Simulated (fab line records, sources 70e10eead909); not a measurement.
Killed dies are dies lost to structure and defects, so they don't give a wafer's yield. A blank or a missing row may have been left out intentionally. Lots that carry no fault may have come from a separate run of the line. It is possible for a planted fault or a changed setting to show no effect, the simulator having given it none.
Chamber matching ; flow nand harc ; NHARC_A_STAIRCASE_DESCUM_168 on rie diel-11: 4 sister chambers
The step chemistry O2, time 3 s. 8 wafers are shown with their chamber, then 8 later ones without.

WAFERS PAIRED WITH THEIR CHAMBERS
wafer;chamber;showerhead plenum p Torr (Torr);oes product au (a.u.)
L079.5;3;2.06;0.998
L078.2;3;2.06;0.997
L078.6;2;1.85;1.017
L082.1;2;1.84;1.011
L082.3;1;1.89;0.986
L084.5;0;2.04;1.000
L084.6;1;1.89;0.991
L086.2;0;2.04;0.993

WAFERS WITH NO CHAMBER GIVEN
wafer;showerhead plenum p Torr (Torr);oes product au (a.u.)
L086.3;1.84;1.012
L086.6;1.84;1.007
L091.2;1.84;1.001
L091.3;2.03;1.000
L091.6;1.88;0.986
L096.1;2.04;0.988
L096.3;1.83;1.017
L096.4;2.02;1.013

WHICH CHAMBER EACH ONE RAN IN
wafer;from the rows above;in truth
L086.3;2;2
L086.6;2;2
L091.2;2;2
L091.3;0;0
L091.6;1;1
L096.1;0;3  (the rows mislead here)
L096.3;2;2
L096.4;0;0
7 of 8 placed correctly. Not placeable from these rows: 0. Wrongly placed: 1.
How it was worked out, from the rows above alone: a wafer's distance from a chamber is the root of the sum, over the readings, of the square of ((its reading less the chamber's mean) divided by the reading's scatter). If the next closest chamber is less than 2 further off than the closest, the wafer can't be placed; otherwise it belongs to the closest. A chamber's mean is the mean of its shown wafers. The scatter: take each reading less its chamber's mean, square it, sum over the shown wafers, divide by the number of wafers less the number of chambers, and take the root.
